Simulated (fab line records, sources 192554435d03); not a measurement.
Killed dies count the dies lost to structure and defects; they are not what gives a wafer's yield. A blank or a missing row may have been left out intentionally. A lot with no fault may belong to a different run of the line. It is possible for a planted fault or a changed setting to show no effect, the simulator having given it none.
fab line records	flow n5Finfet
record: lots: 6	wafers: 17	lastDay: 17
route steps=1938 shown BEOL_M9@1465 BEOL_M10@1470
lots that met no fault: taken from a fault-free run of the same line
startH: hours from the record's first day to the start of the lot's first wafer shown	waitH: hours since the lot's step before	" the same as in the row above	L1.1+2: one row covering several wafers at once	- no value, or no start was given	* or withheld: withheld	< > ~ a bound
route shown NAME@n: NAME is a module with steps in the file, n the number in the route of the first one	usual: average and standard deviation across the fault-free wafers	same: alike in all rows	chamber/n: place in a boat	sites: readings site by site	_std_site: standard deviation of those values	_edge_site: the outer-site mean with the inner-site mean subtracted	radiusMm: how far each site lies from the wafer's centre	mask NAME#n: copy n	behind: the most recent tool/chamber to have shaped the wafer	hold: why the lot went on hold/how many hours it stayed there/how the hold came to an end	device: whichever transistor did not switch (one of n, p or np)	end of line: tests of these same wafers at the route's end	a step given without rows: its recipe and nothing more	killed: not the wafer's yield, but the dies lost to structure and defects at the first sort	map: the dies of a wafer, with x for killed, . for not killed, _ for no die there
set.NAME: the setting the step ran with; set.NAME@STEP: the setting that earlier step ran with	model.NAME: the simulator's own value behind a step, which no gauge read
a table for each step, a row for each wafer; lots at some steps of the route
services: a tool's chamber out of use, with start hour (startH, from the record's first day; less than 0 if before it), hours out, and reason
== steps ==
step: N5_BEOL_M9_THK_MEAS_53
recipe: thkMeasGauge: xrf	reads: Cu_of_BEOL_M9_ECD_50
usual: M9_THK: 144/4.4
lot.wafer	tool	chamber	startH	waitH	M9_THK[nm]
L452.1	filmMetro-02	-	226.81	-	148
L452.2	"	-	"	"	142
L452.3	"	-	"	"	146
L454.1	filmMetro-02	-	231.22	-	138
L454.4	"	-	"	"	139
L454.5	"	-	"	"	138
L458.3	filmMetro-01	-	256.72	-	141
L458.5	"	-	"	"	141
L458.6	"	-	"	"	144
L459.1	filmMetro-02	-	274.16	-	150
L459.4	"	-	"	"	149
L459.5	"	-	"	"	150
L464.1	filmMetro-02	-	309.37	-	144
L464.2	"	-	"	"	136
L464.5	"	-	"	"	149
L472.3	filmMetro-01	-	360.71	-	146
L472.6	"	-	"	"	134
step: N5_BEOL_M9_PRE_CLEAN_55
recipe: gas: NH3	timeS: 15	tempC: withheld	rfPowerW: 300
step: N5_BEOL_M9_DEP_56
recipe: material: SiCN	targetThkA: 150	tempC: withheld	precursor: 3MS/NH3	pressureTorr: 3	rfW: 202	timeS: 26.5
step: N5_BEOL_M9_RS_MEAS_57
recipe: thkMeasGauge: four-point-probe	reads: Cu_of_BEOL_M9_ECD_50+Co_of_BEOL_M9_CVD_78+TaN_of_BEOL_M9_ALD_74
usual: M9_RS: 0.150/0.005
lot.wafer	tool	chamber	startH	waitH	M9_RS[ohm/sq]
L452.1	filmMetro-01	-	226.95	0.1	0.145
L452.2	"	-	"	"	0.153
L452.3	"	-	"	"	0.148
L454.1	filmMetro-02	-	231.39	0.1	0.155
L454.4	"	-	"	"	0.154
L454.5	"	-	"	"	0.155
L458.3	filmMetro-01	-	256.86	0.1	0.153
L458.5	"	-	"	"	0.153
L458.6	"	-	"	"	0.151
L459.1	filmMetro-02	-	274.33	0.1	0.142
L459.4	"	-	"	"	0.145
L459.5	"	-	"	"	0.143
L464.1	filmMetro-01	-	309.51	0.1	0.150
L464.2	"	-	"	"	0.160
L464.5	"	-	"	"	0.145
L472.3	filmMetro-01	-	360.88	0.1	0.147
L472.6	"	-	"	"	0.162
step: N5_BEOL_M9_INSPECT_58
recipe: inspectInstrument: darkfield	mode: postDep
usual: rawDefectCount: 73/22
lot.wafer	tool	chamber	startH	waitH	rawDefectCount
L452.1	defectInspect-02	-	226.97	0.0	78
L452.2	"	-	"	"	86
L452.3	"	-	"	"	49
L454.1	defectInspect-02	-	231.41	0.0	72
L454.4	"	-	"	"	74
L454.5	"	-	"	"	64
L458.3	defectInspect-02	-	256.88	0.0	59
L458.5	"	-	"	"	65
L458.6	"	-	"	"	88
L459.1	defectInspect-01	-	274.35	0.0	63
L459.4	"	-	"	"	52
L459.5	"	-	"	"	40
L464.1	defectInspect-01	-	309.53	0.0	62
L464.2	"	-	"	"	48
L464.5	"	-	"	"	56
L472.3	defectInspect-02	-	360.91	0.0	75
L472.6	"	-	"	"	43
step: N5_BEOL_M10_ILD_DEP_00
recipe: material: SiCOH_lowk	targetThkA: 3085.1	tempC: 300	precursor: DEMS/porogen	pressureTorr: 5	rfW: 500	timeS: 58
usual: chamberPressureTorr: 5.001/0.01	heaterPowerW: 331/46	showerheadPlenumPTorr: 5.744/0.014	throttleValvePct: 14.2/0.65
lot.wafer	tool	chamber	startH	waitH	chamberPressureTorr	heaterPowerW	showerheadPlenumPTorr	throttleValvePct
L452.1	pecvd-02	1	227.01	0.0	4.996	263	5.730	14.7
L452.2	"	2	"	"	4.995	302	5.709	13.5
L452.3	"	0	"	"	4.995	439	5.753	14.6
L454.1	pecvd-02	2	231.45	0.0	5.000	342	5.718	13.7
L454.4	"	2	"	"	4.997	351	5.740	13.8
L454.5	"	1	"	"	5.004	254	5.757	14.4
L458.3	pecvd-01	0	256.95	0.1	4.989	298	5.751	14.6
L458.5	"	2	"	"	4.995	329	5.733	13.2
L458.6	"	0	"	"	4.990	311	5.754	14.6
L459.1	pecvd-02	0	274.39	0.0	5.000	429	5.741	14.6
L459.4	"	0	"	"	5.001	422	5.761	14.8
L459.5	"	1	"	"	4.999	265	5.739	14.6
L464.1	pecvd-02	0	309.57	0.0	5.007	443	5.744	14.9
L464.2	"	2	"	"	4.994	368	5.724	13.8
L464.5	"	0	"	"	5.015	465	5.749	14.5
L472.3	pecvd-04	1	360.94	0.0	4.999	325	5.736	14.2
L472.6	"	0	"	"	4.996	357	5.733	15.1
step: N5_BEOL_M10_CURE_71
recipe: tempC: 385	timeS: 240	ambient: He/Ar	material: SiCOH_lowk
usual: lampPowerPct: 52.31/0.054	wafer_temp_C_max: 387.2/0.86
lot.wafer	tool	chamber	startH	waitH	lampPowerPct	wafer_temp_C_max
L452.1	uvCure-03	0	227.09	0.0	52.34	386.8
L452.2	"	0	"	"	52.32	386.4
L452.3	"	0	"	"	52.37	386.5
L454.1	uvCure-03	1	231.53	0.0	52.41	388.7
L454.4	"	1	"	"	52.23	388.2
L454.5	"	1	"	"	52.28	388.9
L458.3	uvCure-01	2	257.19	0.2	52.34	386.7
L458.5	"	2	"	"	52.32	386.3
L458.6	"	2	"	"	52.33	386.1
L459.1	uvCure-01	0	274.47	0.0	52.27	386.8
L459.4	"	0	"	"	52.19	386.8
L459.5	"	0	"	"	52.33	386.2
L464.1	uvCure-03	2	309.65	0.0	52.38	388.0
L464.2	"	2	"	"	52.31	387.9
L464.5	"	2	"	"	52.33	387.5
L472.3	uvCure-01	2	361.41	0.4	52.38	386.4
L472.6	"	2	"	"	52.22	386.6
step: N5_BEOL_M10_THK_MEAS_01
recipe: reads: SiCOH_lowk_of_BEOL_M10_ILD_DEP_00
usual: M10_ILD_THK: 267/4
lot.wafer	tool	chamber	startH	waitH	M10_ILD_THK[nm]
L452.1	filmMetro-02	-	227.60	0.4	263
L452.2	"	-	"	"	267
L452.3	"	-	"	"	270
L454.1	filmMetro-02	-	232.04	0.4	263
L454.4	"	-	"	"	269
L454.5	"	-	"	"	266
L458.3	filmMetro-01	-	257.54	0.3	271
L458.5	"	-	"	"	273
L458.6	"	-	"	"	269
L459.1	filmMetro-02	-	274.98	0.4	264
L459.4	"	-	"	"	267
L459.5	"	-	"	"	264
L464.1	filmMetro-02	-	310.16	0.4	261
L464.2	"	-	"	"	256
L464.5	"	-	"	"	266
L472.3	filmMetro-01	-	362.09	0.5	270
L472.6	"	-	"	"	269
step: N5_BEOL_M10_PECVD_70
recipe: material: SiO2	targetThkA: 200	tempC: 400	precursor: TEOS/O2	pressureTorr: 5.5	rfW: 450	teosFlowSccm: 53.8	gas: O2	flowSccm: 3000	timeS: 22.7
usual: chamberPressureTorr: 5.501/0.013	heaterPowerW: 741/77	showerheadPlenumPTorr: 8.81/0.049	throttleValvePct: 23.0/1.1
lot.wafer	tool	chamber	startH	waitH	chamberPressureTorr	heaterPowerW	showerheadPlenumPTorr	throttleValvePct
L452.1	pecvd-01	1	227.64	0.0	5.505	692	8.84	24.4
L452.2	"	2	"	"	5.495	705	8.84	21.4
L452.3	"	0	"	"	5.499	811	8.78	23.1
L454.1	pecvd-01	0	232.08	0.0	5.521	761	8.80	23.4
L454.4	"	2	"	"	5.484	723	8.81	21.0
L454.5	"	1	"	"	5.509	712	8.82	24.3
L458.3	pecvd-01	2	257.59	0.1	5.510	751	8.81	21.6
L458.5	"	0	"	"	5.497	794	8.80	23.2
L458.6	"	2	"	"	5.507	734	8.83	21.4
L459.1	pecvd-04	2	275.02	0.0	5.511	652	8.90	21.4
L459.4	"	2	"	"	5.512	667	8.92	21.7
L459.5	"	2	"	"	5.528	668	8.91	21.4
L464.1	pecvd-04	0	310.20	0.0	5.499	767	8.74	24.2
L464.2	"	1	"	"	5.517	704	8.78	22.9
L464.5	"	2	"	"	5.486	740	8.92	21.5
L472.3	pecvd-02	2	362.12	0.0	5.511	704	8.72	22.5
L472.6	"	1	"	"	5.500	692	8.76	23.7
step: N5_BEOL_M10_HM_DEP_02
recipe: material: TiN	targetThkA: 200	tempC: 25	chamberPressurePa: 0.49996
step: N5_BEOL_M10_COAT_59
recipe: resist: SOC	tempC: 250	timeS: 60	spinRpm: 1500	resistThkNm: 100
step: N5_BEOL_M10_COAT_60
recipe: resist: SiARC	tempC: 220	timeS: 60	spinRpm: 1500	resistThkNm: 30
step: N5_BEOL_M10_COAT_05
recipe: resist: CAR-ArF	spinRpm: 1500	resistThkNm: 90
usual: spinSpeedRpm: 1500.0/0.95
lot.wafer	tool	chamber	startH	waitH	spinSpeedRpm	model.CAR-ArF_of_BEOL_M10_COAT_05.thkNm
L452.1	lithoTrack-01	0	227.83	-	1498.2	90.2
L452.2	"	0	"	"	1499.6	90
L452.3	"	0	"	"	1500.8	90
L454.1	lithoTrack-02	0	233.88	-	1500.2	90.4
L454.4	"	0	"	"	1499.8	90.4
L454.5	"	0	"	"	1499.8	90.2
L458.3	lithoTrack-02	0	261.06	-	1436.6	92.6
L458.5	"	0	"	"	1437.1	92.6
L458.6	"	0	"	"	1437.3	92.2
L459.1	lithoTrack-02	0	275.55	-	1437.8	92.2
L459.4	"	0	"	"	1438.5	92.2
L459.5	"	0	"	"	1438.5	92.4
L464.1	lithoTrack-01	0	311.83	-	1499.0	90.2
L464.2	"	0	"	"	1500.4	90
L464.5	"	0	"	"	1499.7	90.2
L472.3	lithoTrack-01	0	364.68	-	1501.2	90
L472.6	"	0	"	"	1501.0	90.6
step: N5_BEOL_M10_EBR_07
recipe: solvent: PGMEA	ebrWidthMm: 1.5
step: N5_BEOL_M10_SOFTBAKE_06
recipe: tempC: 110	timeS: 60	resist: CAR-ArF
step: N5_BEOL_M10_EXPOSE_08
recipe: maskId: M10	na: 1.35	sourceShape: dipole	sigmaInner: 0.411	sigmaOuter: 0.611	polarization: te	doseMj: 53.75
step: N5_BEOL_M10_PEB_09
recipe: pebTempC: withheld	pebTimeS: 60	resist: CAR-ArF
step: N5_BEOL_M10_DEVELOP_10
recipe: developTimeS: 30	developer: TMAH	resist: CAR-ArF	rinseLiquid: diw	dry: airSpin	devTempC: 23
step: N5_BEOL_M10_CD_MEAS_11
recipe: targetCdNm: 64.1	landingEnergyEv: 500	detector: seInlens	polarity: opening
usual: cdNm: 63.7/0.77
same: landingEnergyEv: 500
lot.wafer	tool	chamber	startH	waitH	cdNm
L452.1	cdSem-01	0	228.19	-	63.9
L452.2	"	0	"	"	62.8
L452.3	"	0	"	"	63.4
L454.1	cdSem-03	0	234.24	-	63.1
L454.4	"	0	"	"	63.2
L454.5	"	0	"	"	62.9
L458.3	cdSem-01	0	261.43	-	62.6
L458.5	"	0	"	"	63.3
L458.6	"	0	"	"	63.2
L459.1	cdSem-02	0	275.78	-	63.2
L459.4	"	0	"	"	63.6
L459.5	"	0	"	"	63.5
L464.1	cdSem-03	0	312.20	-	63.1
L464.2	"	0	"	"	62.1
L464.5	"	0	"	"	63.9
L472.3	cdSem-03	0	365.04	-	64.5
L472.6	"	0	"	"	64.5
step: N5_BEOL_M10_OVL_MEAS_12
recipe: pointsPerWafer: 44
usual: M10_OVL: -0.5/0.65
lot.wafer	tool	chamber	startH	waitH	M10_OVL[nm]
L452.1	overlay-01	0	228.22	0.0	-1.4
L452.2	"	0	"	"	0.0
L452.3	"	0	"	"	0.2
L454.1	overlay-01	0	234.27	0.0	0.2
L454.4	"	0	"	"	-0.1
L454.5	"	0	"	"	-0.6
L458.3	overlay-01	0	261.46	0.0	-1.5
L458.5	"	0	"	"	-0.8
L458.6	"	0	"	"	-1.8
L459.1	overlay-02	0	275.81	0.0	-0.3
L459.4	"	0	"	"	0.1
L459.5	"	0	"	"	-0.3
L464.1	overlay-02	0	312.23	0.0	0.3
L464.2	"	0	"	"	0.0
L464.5	"	0	"	"	0.8
L472.3	overlay-01	0	365.07	0.0	-1.4
L472.6	"	0	"	"	-0.7
step: N5_BEOL_M10_INSPECT_13
recipe: mode: adi	inspectInstrument: brightfield
usual: rawDefectCount: 434/130
lot.wafer	tool	chamber	startH	waitH	rawDefectCount
L452.1	defectInspect-02	-	228.25	0.0	750
L452.2	"	-	"	"	965
L452.3	"	-	"	"	852
L454.1	defectInspect-01	-	234.29	0.0	452
L454.4	"	-	"	"	465
L454.5	"	-	"	"	426
L458.3	defectInspect-01	-	261.48	0.0	432
L458.5	"	-	"	"	381
L458.6	"	-	"	"	472
L459.1	defectInspect-01	-	275.84	0.0	341
L459.4	"	-	"	"	357
L459.5	"	-	"	"	285
L464.1	defectInspect-02	-	312.25	0.0	327
L464.2	"	-	"	"	349
L464.5	"	-	"	"	403
L472.3	defectInspect-01	-	365.09	0.0	482
L472.6	"	-	"	"	368
step: N5_BEOL_M10_DESCUM_16
recipe: chemistry: O2	timeS: 7.9	sourcePowerW: 50	biasPowerW: 20	pressureMtorr: 20	rfFrequencyHz: 2.712e+07	tempC: 40	resist: CAR-ArF	o2FlowSccm: 225
usual: drypumpMotorCurrentA: 5.6/0.44	oesProductAu: 0.82/0.082	rfVppV: 243.1/1.1	showerheadPlenumPTorr: 2.10/0.051	throttleValvePct: 20.54/0.2
lot.wafer	tool	chamber	startH	waitH	drypumpMotorCurrentA	oesProductAu	rfHoursCounterH	rfVppV	showerheadPlenumPTorr	throttleValvePct
L452.1	rieDiel-04	2	228.35	0.1	5.5	0.87	42	242.1	2.07	20.80
L452.2	"	3	"	"	6.3	0.68	250	244.0	2.16	20.64
L452.3	"	1	"	"	5.3	0.83	65	242.1	2.01	20.44
L454.1	rieDiel-03	0	234.33	0.0	5.8	0.95	12	241.2	2.05	20.20
L454.4	"	3	"	"	5.5	0.87	-	242.3	2.13	20.44
L454.5	"	0	"	"	5.8	0.94	-	242.4	2.05	20.22
L458.3	rieDiel-03	1	261.63	0.1	6.3	0.79	111	243.3	2.13	20.64
L458.5	"	3	"	"	5.5	0.86	-	245.7	2.12	20.47
L458.6	"	2	"	"	5.3	0.97	-	243.8	2.14	20.34
L459.1	rieDiel-05	3	276.01	0.2	5.8	0.69	210	243.6	2.09	20.95
L459.4	"	1	"	"	5.3	0.87	51	243.4	2.14	20.71
L459.5	"	1	"	"	5.3	0.87	-	243.8	2.14	20.70
L464.1	rieDiel-05	3	312.59	0.3	5.8	0.68	221	242.7	2.09	20.97
L464.2	"	0	"	"	6.0	0.69	232	240.4	1.98	20.60
L464.5	"	1	"	"	5.2	0.84	-	242.5	2.13	20.74
L472.3	rieDiel-03	0	365.13	0.0	5.8	0.85	62	242.1	2.04	20.30
L472.6	"	0	"	"	5.8	0.84	-	243.0	2.04	20.27
step: N5_BEOL_M10_ETCH_61
recipe: chemistry: CF4	target: SiARC	targetDepthA: 390	maskMaterial: CAR-ArF	timeS: 65	ionEnergyEv: 80	pressureMtorr: 40	sourceW: 545	biasW: 36	Ar_flow_sccm: 100	cf4FlowSccm: 100	ends: cleared
usual: drypumpMotorCurrentA: 5.6/0.44	etchRfOnTimeS: 64.8/2.3	oesProductAu: 0.70/0.074	rfVppV: 184.1/1.1	showerheadPlenumPTorr: 2.14/0.044	throttleValvePct: 15.60/0.16
lot.wafer	tool	chamber	startH	waitH	drypumpMotorCurrentA	etchRfOnTimeS	oesProductAu	rfHoursCounterH	rfVppV	showerheadPlenumPTorr	throttleValvePct	model.CAR-ArF_of_BEOL_M10_COAT_05.thkNm
L452.1	rieDiel-04	2	228.38	0.0	5.5	63.3	0.75	42	184.2	2.07	15.55	55.6
L452.2	"	3	"	"	6.3	64.7	0.59	250	183.5	2.18	15.70	55.4
L452.3	"	1	"	"	5.3	63.8	0.71	65	183.3	2.09	15.77	55.6
L454.1	rieDiel-03	0	234.36	0.0	5.8	66.9	0.79	12	183.1	2.12	15.46	55.6
L454.4	"	3	"	"	5.5	61.7	0.76	-	184.6	2.18	15.52	55.6
L454.5	"	0	"	"	5.8	67.1	0.79	-	183.7	2.12	15.45	55.4
L458.3	rieDiel-03	1	261.66	0.0	6.3	67.0	0.67	111	185.4	2.14	15.61	58
L458.5	"	3	"	"	5.4	60.7	0.75	-	183.2	2.17	15.55	57.8
L458.6	"	2	"	"	5.4	63.0	0.84	-	184.8	2.18	15.45	57.4
L459.1	rieDiel-05	3	276.04	0.0	5.8	66.7	0.59	210	184.5	2.13	16.07	57.8
L459.4	"	1	"	"	5.2	63.2	0.75	51	184.7	2.18	15.68	57.6
L459.5	"	1	"	"	5.3	62.9	0.74	-	184.7	2.18	15.68	58
L464.1	rieDiel-05	3	312.62	0.0	5.8	66.5	0.58	221	182.5	2.12	16.08	55.8
L464.2	"	0	"	"	6.0	67.6	0.57	233	182.2	2.03	15.79	55.4
L464.5	"	1	"	"	5.3	64.3	0.72	-	184.2	2.17	15.69	55.8
L472.3	rieDiel-03	0	365.16	0.0	5.8	66.1	0.72	62	182.4	2.11	15.55	55.6
L472.6	"	0	"	"	5.8	66.0	0.72	-	183.9	2.11	15.54	56
step: N5_BEOL_M10_ETCH_62
recipe: chemistry: N2/H2	target: SOC	targetDepthA: 1100	overetchA: 220	maskMaterial: SiARC	tempC: 40	timeS: 165	ionEnergyEv: 200	pressureMtorr: 30	sourceW: 840	biasW: 150	n2FlowSccm: 200	h2FlowSccm: 200
usual: drypumpMotorCurrentA: 5.6/0.44	oesProductAu: 0.70/0.065	rfVppV: 523.8/1.9	showerheadPlenumPTorr: 2.54/0.057	throttleValvePct: 17.87/0.24
lot.wafer	tool	chamber	startH	waitH	drypumpMotorCurrentA	oesProductAu	rfHoursCounterH	rfVppV	showerheadPlenumPTorr	throttleValvePct
L452.1	rieDiel-04	2	228.43	0.0	5.5	0.74	42	523.4	2.50	18.00
L452.2	"	3	"	"	6.3	0.59	250	525.7	2.62	18.10
L452.3	"	1	"	"	5.3	0.70	65	520.6	2.50	18.18
L454.1	rieDiel-03	0	234.41	0.0	5.8	0.79	12	522.2	2.50	17.52
L454.4	"	3	"	"	5.5	0.73	-	525.9	2.60	17.97
L454.5	"	0	"	"	5.8	0.79	-	523.6	2.50	17.52
L458.3	rieDiel-03	1	261.71	0.0	6.3	0.67	111	523.8	2.56	17.90
L458.5	"	3	"	"	5.4	0.72	-	525.4	2.59	18.00
L458.6	"	2	"	"	5.4	0.83	-	526.2	2.60	17.60
L459.1	rieDiel-05	3	276.09	0.0	5.9	0.59	210	524.6	2.50	18.12
L459.4	"	1	"	"	5.3	0.73	51	524.5	2.61	18.20
L459.5	"	1	"	"	5.3	0.73	-	523.1	2.61	18.20
L464.1	rieDiel-05	3	312.67	0.0	5.8	0.58	221	522.8	2.50	18.13
L464.2	"	0	"	"	6.0	0.58	233	520.6	2.41	17.95
L464.5	"	1	"	"	5.3	0.71	-	523.2	2.61	18.23
L472.3	rieDiel-03	0	365.21	0.0	5.8	0.71	62	521.7	2.48	17.60
L472.6	"	0	"	"	5.8	0.72	-	521.1	2.48	17.60
== services ==
tool	chamber	startH	hours	kind
rieDiel-04	2	205.62	6.8	repair
uvCure-03	-	221.77	2.8	pm
rieDiel-03	2	222.26	-	clean
rieDiel-03	2	222.26	-	consumableReplace:focusRing
rieDiel-03	2	222.26	19.4	scheduledDown
rieDiel-03	2	222.26	19.4	ventCycle
uvCure-03	-	225.99	0.6	repair
uvCure-03	-	242.40	13.2	repair
pecvd-01	1	246.46	25.7	repair
rieDiel-05	3	257.16	2.8	repair
uvCure-01	-	270.59	1.0	pm
rieDiel-04	2	277.62	3.7	repair
uvCure-01	-	282.47	1.0	repair
pecvd-04	-	299.98	0.4	repair
rieDiel-05	-	312.87	0.5	repair
rieDiel-05	-	314.04	0.3	repair
rieDiel-03	3	328.53	19.9	repair
rieDiel-05	1	338.88	7.3	repair
rieDiel-05	2	346.91	6.7	repair
rieDiel-05	0	355.48	-	clean
rieDiel-05	0	355.48	-	consumableReplace:focusRing
rieDiel-05	0	355.48	-	consumableReplace:showerhead
rieDiel-05	0	355.48	24.1	scheduledDown
rieDiel-05	0	355.48	24.1	ventCycle
== key ==
firstSign: step: N5_BEOL_M10_COAT_05	reading: spinSpeedRpm	direction: down	sigmas: 66	usual: *	struck: *
effect none on later readings
modelEffect: step: N5_BEOL_M10_COAT_05	value: CAR-ArF_of_BEOL_M10_COAT_05.thkNm	without: 90.4	struck: 92.37
modelEffect: step: N5_BEOL_M10_ETCH_61	value: CAR-ArF_of_BEOL_M10_COAT_05.thkNm	without: 55.87	struck: 57.77
metAt N5_BEOL_M10_COAT_05
struckWafers L458.3,L458.5,L458.6,L459.1,L459.4,L459.5
baselineLoss: step: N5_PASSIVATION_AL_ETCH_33	wafers: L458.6
baselineLoss: step: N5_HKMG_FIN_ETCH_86	wafers: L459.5
onsetBetween 233.88 261.06
fault: kind: processParameterDrift	tool: lithoTrack-02	chamber: -	onsetH: 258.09	steps: N5_BEOL_M10_COAT_05	channel: spinRpm	offset: *	shape: step	endH: 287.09	actsIn: *	stated: *
baselineLoss: these wafers lose ten dies or more at that step, a loss of the line's own and not of a fault; the sort's usual values leave them out
